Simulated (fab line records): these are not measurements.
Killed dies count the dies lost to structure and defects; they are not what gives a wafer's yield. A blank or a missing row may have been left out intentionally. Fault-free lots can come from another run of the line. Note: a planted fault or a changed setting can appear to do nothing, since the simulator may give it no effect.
Which of the tools did it? -- flow n5 finfet -- 72 wafers from 24 lots sampled at 6 of the route's 1938 steps

## WHAT EACH GAUGE READ, for each wafer
N5_MOL_CONTACT_COAG_THK_MEAS_53. Usual: VIA_MOL_THK gives 44.0 nm (standard deviation 0.73).
lot,measured,on,VIA_MOL_THK (nm),flag
L074,day 5 07:39,film metro-02,44.2 44.8 44.4,
L075,day 5 10:47,film metro-02,43.9 43.5 44.4,
L076,day 5 19:37,film metro-01,43.6 43.6 44.8,
L077,day 6 02:40,film metro-01,43.3 45.1 44.5,
L078,day 6 03:00,film metro-02,44.0 44.4 45.1,
L079,day 6 13:30,film metro-01,43.4 43.9 44.6,
L080,day 6 17:38,film metro-01,43.5 43.0 43.1,
L081,day 7 00:04,film metro-01,43.1 43.4 43.3,
L082,day 7 10:47,film metro-01,43.4 43.8 44.0,
L083,day 7 11:23,film metro-02,44.5 43.6 43.6,
L084,day 8 01:05,film metro-02,43.7 42.8 43.8,
L085,day 8 01:24,film metro-01,43.2 43.7 43.9,
L086,day 8 04:59,film metro-02,44.1 44.1 44.8,
L087,day 8 10:44,film metro-01,43.5 44.5 44.1,
L088,day 8 19:18,film metro-02,43.3 44.6 43.8,
L089,day 9 00:38,film metro-01,43.4 43.8 44.2,
L090,day 9 05:23,film metro-01,43.1 43.3 43.7,
L091,day 9 12:10,film metro-01,45.9 45.7 44.9,
L092,day 9 15:08,film metro-01,43.9 44.9 45.6,
L093,day 10 00:27,film metro-02,43.9 44.9 45.2,
L094,day 10 06:42,film metro-02,43.1 43.9 43.2,
L095,day 10 17:17,film metro-02,44.9 45.5 45.1,
L096,day 10 19:53,film metro-02,43.7 44.3 44.6,
L097,day 11 05:46,film metro-02,43.5 44.4 44.7,

N5_BEOL_M0_SAQP_CD_MEAS_29: the cd target is 14.4 nm. Usual: cd nm 14.95 nm, standard deviation 0.22.
lot,measured,on,cd nm (nm),flag
L074,day 5 16:50,cd sem-02,14.65 14.67 15.03,
L075,day 5 20:49,cd sem-02,14.78 14.78 14.96,
L076,day 6 05:26,cd sem-01,15.22 15.13 15.02,
L077,day 6 11:41,cd sem-02,14.61 15.26 14.97,
L078,day 6 15:00,cd sem-03,15.23 14.74 14.90,
L079,day 6 21:23,cd sem-01,15.10 14.80 15.29,
L080,day 7 01:55,cd sem-03,14.89 14.93 14.92,
L081,day 7 08:05,cd sem-03,15.06 14.72 14.95,
L082,day 7 23:19,cd sem-03,14.96 14.70 14.95,
L083,day 7 23:51,cd sem-02,14.85 15.39 14.85,
L084,day 8 08:59,cd sem-01,14.75 15.03 14.88,
L085,day 8 12:26,cd sem-02,14.81 15.27 14.45,
L086,day 8 16:57,cd sem-02,14.68 15.14 15.11,
L087,day 8 19:04,cd sem-02,15.23 14.58 14.53,
L088,day 9 05:40,cd sem-01,15.05 14.96 14.88,
L089,day 9 11:08,cd sem-03,14.72 14.90 14.74,
L090,day 9 15:04,cd sem-02,15.17 15.50 14.90,
L091,day 9 20:29,cd sem-02,14.66 14.55 15.14,
L092,day 10 02:10,cd sem-01,15.24 15.09 14.63,
L093,day 10 09:18,cd sem-01,14.90 14.65 14.79,
L094,day 10 16:45,cd sem-02,15.15 15.00 15.31,
L095,day 11 02:48,cd sem-02,14.98 14.92 15.22,
L096,day 11 04:53,cd sem-02,15.01 15.35 14.63,
L097,day 11 15:46,cd sem-02,14.69 14.86 14.70,

## EACH LOT AND THE TOOL THAT RAN IT (in order: tool; ch and the chambers of the sampled wafers; start)
lot,N5_BEOL_M0_SAQP_PECVD_00,N5_BEOL_M0_SAQP_PECVD_03,N5_BEOL_M0_SAQP_HM_DEP_111,N5_BEOL_M0_SAQP_RECESS_114
L074,"pecvd-03 ch 0,1, day 5 11:02","pecvd-03 ch 1,2, day 5 12:38","pecvd-01 ch 0,1,2, day 5 12:53","vapor etch-02 ch 0,1, day 5 13:49"
L075,"pecvd-03 ch 0,2, day 5 14:10","pecvd-03 ch 0,1,2, day 5 16:11","pecvd-02 ch 0,1, day 5 16:27","vapor etch-02 ch 0,1, day 5 17:43"
L076,"pecvd-03 ch 0,2, day 5 23:01","pecvd-02 ch 1,2, day 6 01:14","pecvd-03 ch 0,1, day 6 01:29","vapor etch-02 ch 0,1, day 6 02:38"
L077,"pecvd-03 ch 0,1, day 6 06:03","pecvd-02 ch 0,1, day 6 07:16","pecvd-02 ch 1,2, day 6 07:31","vapor etch-01 ch 0,1, day 6 08:41"
L078,"pecvd-02 ch 0,1,2, day 6 09:03","pecvd-02 ch 0,2, day 6 10:11","pecvd-03 ch 0,1, day 6 10:26","vapor etch-01 ch 0,1, day 6 11:21"
L079,"pecvd-01 ch 0,1,2, day 6 16:54","pecvd-03 ch 0,1,2, day 6 17:21","pecvd-01 ch 0,2, day 6 17:35","vapor etch-02 ch 0, day 6 18:31"
L080,"pecvd-01 ch 0,2, day 6 21:02","pecvd-03 ch 0,1,2, day 6 21:55","pecvd-01 ch 0,2, day 6 22:10","vapor etch-01 ch 0,1, day 6 23:05"
L081,"pecvd-01 ch 0,2, day 7 03:27","pecvd-03 ch 0,2, day 7 04:02","pecvd-02 ch 0,2, day 7 04:17","vapor etch-01 ch 1, day 7 05:16"
L082,"pecvd-02 ch 1,2, day 7 14:10","pecvd-01 ch 0,1, day 7 15:44","pecvd-02 ch 0,1,2, day 7 15:59","vapor etch-01 ch 1, day 7 17:02"
L083,"pecvd-03 ch 1,2, day 7 17:10","pecvd-02 ch 0,1, day 7 17:35","pecvd-03 ch 0,2, day 7 17:50","vapor etch-02 ch 0,1, day 7 19:08"
L084,"pecvd-02 ch 0,1,2, day 8 04:29","pecvd-01 ch 0,1,2, day 8 04:49","pecvd-01 ch 0,1,2, day 8 05:04","vapor etch-02 ch 0,1, day 8 06:12"
L085,"pecvd-02 ch 0,2, day 8 07:28","pecvd-03 ch 1,2, day 8 08:13","pecvd-01 ch 0,1,2, day 8 08:28","vapor etch-02 ch 0,1, day 8 09:37"
L086,"pecvd-01 ch 0,1, day 8 10:28","pecvd-01 ch 1,2, day 8 12:01","pecvd-01 ch 0,1, day 8 12:15","vapor etch-02 ch 0,1, day 8 13:25"
L087,"pecvd-03 ch 0,1, day 8 14:07","pecvd-01 ch 0,1, day 8 14:22","pecvd-02 ch 0,2, day 8 14:41","vapor etch-02 ch 0,1, day 8 15:50"
L088,"pecvd-03 ch 0,1,2, day 8 22:41","pecvd-02 ch 0,2, day 9 00:39","pecvd-01 ch 0,1, day 9 00:53","vapor etch-02 ch 0,1, day 9 02:01"
L089,"pecvd-02 ch 1,2, day 9 04:02","pecvd-01 ch 0,1, day 9 05:07","pecvd-02 ch 0,1, day 9 05:21","vapor etch-02 ch 0,1, day 9 07:36"
L090,"pecvd-02 ch 0,2, day 9 08:47","pecvd-01 ch 0,1, day 9 09:34","pecvd-02 ch 0,1,2, day 9 09:49","vapor etch-02 ch 0,1, day 9 10:44"
L091,"pecvd-01 ch 0,1,2, day 9 15:33","pecvd-03 ch 0,1,2, day 9 16:21","pecvd-01 ch 0,1,2, day 9 16:37","vapor etch-02 ch 0,1, day 9 17:37"
L092,"pecvd-02 ch 0,2, day 9 18:32","pecvd-02 ch 0,2, day 9 19:56","pecvd-01 ch 0,1,2, day 9 20:11","vapor etch-02 ch 0,1, day 9 21:39"
L093,"pecvd-03 ch 0,1,2, day 10 03:51","pecvd-01 ch 0,1,2, day 10 05:07","pecvd-02 ch 0,1,2, day 10 05:22","vapor etch-02 ch 0,1, day 10 06:29"
L094,"pecvd-01 ch 0,2, day 10 10:05","pecvd-03 ch 1,2, day 10 11:18","pecvd-02 ch 1,2, day 10 11:33","vapor etch-02 ch 0,1, day 10 12:36"
L095,"pecvd-03 ch 0,1,2, day 10 20:41","pecvd-03 ch 0,1,2, day 10 21:21","pecvd-02 ch 0,1,2, day 10 21:37","vapor etch-01 ch 0,1, day 10 22:45"
L096,"pecvd-03 ch 1,2, day 10 23:40","pecvd-01 ch 0,2, day 11 00:20","pecvd-03 ch 0,1, day 11 00:34","vapor etch-01 ch 0,1, day 11 02:11"
L097,"pecvd-01 ch 0,2, day 11 09:09","pecvd-03 ch 0,1,2, day 11 10:28","pecvd-01 ch 1,2, day 11 10:43","vapor etch-01 ch 0,1, day 11 12:40"
- N5_BEOL_M0_SAQP_PECVD_00: deposits SiCN from 3MS/NH3, target thk 8 nm, time 14 s.
- N5_BEOL_M0_SAQP_PECVD_03: deposits SiCN from 3MS/NH3, target thk 12 nm, time 21.1 s.
- N5_BEOL_M0_SAQP_HM_DEP_111: deposits SiO2 from SiH4/N2O, target thk 12 nm, time 7.2 s.
- N5_BEOL_M0_SAQP_RECESS_114: chemistry HF/NH3, target SiO2, target depth 14.4 nm, afs cycles 3, sublimation time 60 s.

## WHAT THE TOOLS THEMSELVES READ (means of the sampled wafers that have a number; where no wafer has one, the mark that the record gives instead)
N5_BEOL_M0_SAQP_PECVD_00. Usual: chamber pressure Torr 3.001 Torr, standard deviation 0.0062; showerhead plenum p Torr 3.662 Torr, standard deviation 0.0089; throttle valve pct 9.3 %, standard deviation 0.65.
lot,tool,chamber pressure Torr (Torr),showerhead plenum p Torr (Torr),throttle valve pct (%),flag
L074,pecvd-03,2.997,3.662,9.6,
L075,pecvd-03,2.992,3.673,9.0,
L076,pecvd-03,3.007,3.667,8.6,
L077,pecvd-03,2.999,3.663,9.5,
L078,pecvd-02,3.003,3.657,9.5,
L079,pecvd-01,2.997,3.657,9.3,
L080,pecvd-01,3.004,3.648,8.8,
L081,pecvd-01,2.995,3.655,8.8,
L082,pecvd-02,2.999,3.660,9.1,
L083,pecvd-03,3.002,3.668,8.7,
L084,pecvd-02,3.000,3.655,9.5,
L085,pecvd-02,2.999,3.659,9.1,
L086,pecvd-01,2.999,3.667,9.4,
L087,pecvd-03,2.999,3.665,9.5,
L088,pecvd-03,3.000,3.671,9.2,
L089,pecvd-02,2.998,3.657,9.2,
L090,pecvd-02,2.995,3.665,9.1,
L091,pecvd-01,3.003,3.662,9.3,
L092,pecvd-02,3.000,3.662,9.2,
L093,pecvd-03,3.007,3.667,9.2,
L094,pecvd-01,3.011,3.657,8.8,
L095,pecvd-03,3.005,3.661,9.2,
L096,pecvd-03,3.008,3.666,8.8,
L097,pecvd-01,3.000,3.656,8.8,

N5_BEOL_M0_SAQP_PECVD_03. Usual: chamber pressure Torr 3.000 Torr, standard deviation 0.0065; showerhead plenum p Torr 3.662 Torr, standard deviation 0.0097; throttle valve pct 9.3 %, standard deviation 0.68.
lot,tool,chamber pressure Torr (Torr),showerhead plenum p Torr (Torr),throttle valve pct (%),flag
L074,pecvd-03,3.007,3.665,8.5,
L075,pecvd-03,3.001,3.665,9.1,
L076,pecvd-02,2.997,3.655,9.4,
L077,pecvd-02,2.997,3.658,10.0,
L078,pecvd-02,2.997,3.657,9.3,
L079,pecvd-03,2.998,3.669,9.1,
L080,pecvd-03,2.993,3.668,9.0,
L081,pecvd-03,2.992,3.668,8.6,
L082,pecvd-01,3.004,3.666,9.6,
L083,pecvd-02,3.004,3.654,9.9,
L084,pecvd-01,3.000,3.660,9.4,
L085,pecvd-03,3.000,3.665,8.7,
L086,pecvd-01,3.002,3.651,9.3,
L087,pecvd-01,3.003,3.664,9.3,
L088,pecvd-02,2.995,3.657,9.1,
L089,pecvd-01,3.011,3.665,9.2,
L090,pecvd-01,3.003,3.665,9.7,
L091,pecvd-03,3.003,3.665,9.2,
L092,pecvd-02,3.007,3.656,9.6,
L093,pecvd-01,2.998,3.658,9.3,
L094,pecvd-03,3.005,3.662,9.1,
L095,pecvd-03,3.002,3.668,9.2,
L096,pecvd-01,3.002,3.652,8.8,
L097,pecvd-03,3.001,3.665,9.0,

N5_BEOL_M0_SAQP_HM_DEP_111. Usual: chamber pressure Torr 0.7502 Torr, standard deviation 0.0018; heater power w 703 W, standard deviation 80; showerhead plenum p Torr 8.10 Torr, standard deviation 0.08.
lot,tool,chamber pressure Torr (Torr),heater power w (W),showerhead plenum p Torr (Torr),flag
L074,pecvd-01,0.7509,688,8.09,
L075,pecvd-02,0.7508,701,8.03,
L076,pecvd-03,0.7498,781,8.16,
L077,pecvd-02,0.7480,651,8.07,
L078,pecvd-03,0.7498,698,8.16,
L079,pecvd-01,0.7495,711,8.02,
L080,pecvd-01,0.7507,763,8.05,
L081,pecvd-02,0.7492,742,8.10,
L082,pecvd-02,0.7493,682,8.07,
L083,pecvd-03,0.7497,791,8.18,
L084,pecvd-01,0.7498,718,8.08,
L085,pecvd-01,0.7491,682,8.10,
L086,pecvd-01,0.7513,686,8.18,
L087,pecvd-02,0.7486,723,8.07,
L088,pecvd-01,0.7514,729,8.17,
L089,pecvd-02,0.7502,639,8.04,
L090,pecvd-02,0.7504,690,8.07,
L091,pecvd-01,0.7510,684,8.10,
L092,pecvd-01,0.7505,696,8.09,
L093,pecvd-02,0.7493,686,8.08,
L094,pecvd-02,0.7487,660,8.08,
L095,pecvd-02,0.7512,661,8.07,
L096,pecvd-03,0.7501,718,8.14,
L097,pecvd-01,0.7516,682,8.15,

N5_BEOL_M0_SAQP_RECESS_114. Usual: drypump motor current A 5.5 A, standard deviation 0.33.
lot,tool,drypump motor current A (A),flag
L074,vapor etch-02,5.3,
L075,vapor etch-02,5.5,
L076,vapor etch-02,5.5,
L077,vapor etch-01,5.7,
L078,vapor etch-01,5.9,
L079,vapor etch-02,5.7,
L080,vapor etch-01,5.7,
L081,vapor etch-01,6.0,
L082,vapor etch-01,6.0,
L083,vapor etch-02,5.3,
L084,vapor etch-02,5.3,
L085,vapor etch-02,5.5,
L086,vapor etch-02,5.3,
L087,vapor etch-02,5.3,
L088,vapor etch-02,5.3,
L089,vapor etch-02,5.5,
L090,vapor etch-02,5.5,
L091,vapor etch-02,5.3,
L092,vapor etch-02,5.3,
L093,vapor etch-02,5.3,
L094,vapor etch-02,5.3,
L095,vapor etch-01,5.7,
L096,vapor etch-01,5.9,
L097,vapor etch-01,5.9,

## THE ANSWER, worked out from the rows above alone
Rule: take the mean of a lot's wafers that have a number; if it is more than 3 standard deviations from the usual mean, the lot is off. Also off: a lot with no number at a reading for which 4 or more lots have one. Where the step has rows for the other lots, those lots are counted as sound. First the gauges in route order, then the tools' own readings, where a lot's mean is used as printed above. At the first step where some lot is off, the reading lying furthest off is the one used; lots without a number count as furthest.
Across all readings shown, no lot is off: no conclusion can be drawn from this.

## WHAT THE SIMULATOR PUT IN
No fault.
